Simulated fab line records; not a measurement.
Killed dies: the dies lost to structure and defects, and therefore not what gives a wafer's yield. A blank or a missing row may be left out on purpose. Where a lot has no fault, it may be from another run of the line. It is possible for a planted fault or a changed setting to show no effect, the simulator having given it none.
The tool behind it: which one? | flow n5 finfet | 36 wafers from 12 lots sampled at 4 of the route's 1938 steps

WHAT THE GAUGES READ, wafer by wafer
N5_MOL_CONTACT_COAG_INSPECT_97: inspects for defects (darkfield).
lot  | measured     | on                | raw defect count
L075 | day 5 14:56  | defect inspect-02 | 40 33 32
L077 | day 6 01:40  | defect inspect-01 | 52 61 87
L079 | day 6 16:02  | defect inspect-01 | 64 59 53
L081 | day 7 06:23  | defect inspect-01 | 18 16 15
L083 | day 7 14:37  | defect inspect-01 | 96 45 23
L085 | day 8 06:49  | defect inspect-02 | 40 46 25
L087 | day 8 19:16  | defect inspect-01 | 62 51 18
L089 | day 9 06:44  | defect inspect-01 | 24 38 56
L091 | day 9 19:31  | defect inspect-01 | 52 60 35
L093 | day 10 05:14 | defect inspect-01 | 48 23 46
L095 | day 10 17:13 | defect inspect-02 | 52 61 75
L097 | day 11 04:35 | defect inspect-02 | 71 65 74

EACH LOT AND THE TOOL THAT RAN IT (in order: tool; ch and the chambers of the sampled wafers; start)
lot  | N5_MOL_CONTACT_COAG_DESCUM_45      | N5_MOL_CONTACT_COAG_ETCH_48        | N5_MOL_CONTACT_COAG_CVD_140
L075 | rie diel-06 ch 0,1, day 5 09:58    | rie diel-02 ch 2,3, day 5 10:31    | cvd w-02 ch 0, day 5 11:02
L077 | rie diel-03 ch 0,1,2, day 5 20:40  | rie diel-03 ch 1,2,3, day 5 21:16  | cvd w-02 ch 0, day 5 21:46
L079 | rie diel-03 ch 0,1,2, day 6 11:23  | rie diel-06 ch 0,2, day 6 11:55    | cvd w-02 ch 0,1, day 6 12:25
L081 | rie diel-03 ch 0,2, day 6 21:16    | rie diel-02 ch 0,1,3, day 6 21:49  | cvd w-02 ch 0,1, day 6 22:19
L083 | rie diel-02 ch 1,2,3, day 7 09:58  | rie diel-06 ch 1,2,3, day 7 10:30  | cvd w-02 ch 0,1, day 7 10:55
L085 | rie diel-02 ch 0,1,3, day 8 01:51  | rie diel-06 ch 1,2,3, day 8 02:23  | cvd w-01 ch 1, day 8 02:59
L087 | rie diel-02 ch 0,2,3, day 8 14:23  | rie diel-03 ch 1,2,3, day 8 15:11  | cvd w-02 ch 0,1, day 8 15:37
L089 | rie diel-03 ch 1,2,3, day 9 01:55  | rie diel-06 ch 0,3, day 9 02:38    | cvd w-01 ch 0,1, day 9 03:03
L091 | rie diel-02 ch 0,1,2, day 9 14:36  | rie diel-02 ch 0,3, day 9 15:25    | cvd w-02 ch 1, day 9 15:49
L093 | rie diel-06 ch 1,2,3, day 10 00:28 | rie diel-03 ch 0,1,2, day 10 01:09 | cvd w-01 ch 0,1, day 10 01:34
L095 | rie diel-03 ch 1,2,3, day 10 10:17 | rie diel-02 ch 0,1,2, day 10 10:52 | cvd w-02 ch 0,1, day 10 11:26
L097 | rie diel-06 ch 0,1, day 10 23:43   | rie diel-06 ch 0,1,3, day 11 00:20 | cvd w-02 ch 0,1, day 11 00:58
- N5_MOL_CONTACT_COAG_DESCUM_45: chemistry O2, time 7 s.
- N5_MOL_CONTACT_COAG_ETCH_48: etches SiOC in C4F6/O2, target depth 15 nm, overetch 4.5 nm, time 17 s.
- N5_MOL_CONTACT_COAG_CVD_140: deposits W, target thk 66.5 nm, time 215 s.

THE ANSWER, worked out from the rows above alone
Rule: the usual values come from the lots themselves. Put in order of their means at a reading, lots are off if they are a third of the lots or fewer, leave a main group of 4 or more, and stand apart from it by a gap of 3 or more times the standard deviation of the main group's means; of several such gaps the widest counts. A main group is skipped when, at the precision printed for the reading in the tables above, its means are all equal. A lot without any number at a reading at which 4 lots or more have one is off too. All remaining lots with rows at the step are treated as sound.
No lot is off on any of the readings shown, so nothing can be concluded from this.

WHAT WAS PUT IN BY THE SIMULATOR
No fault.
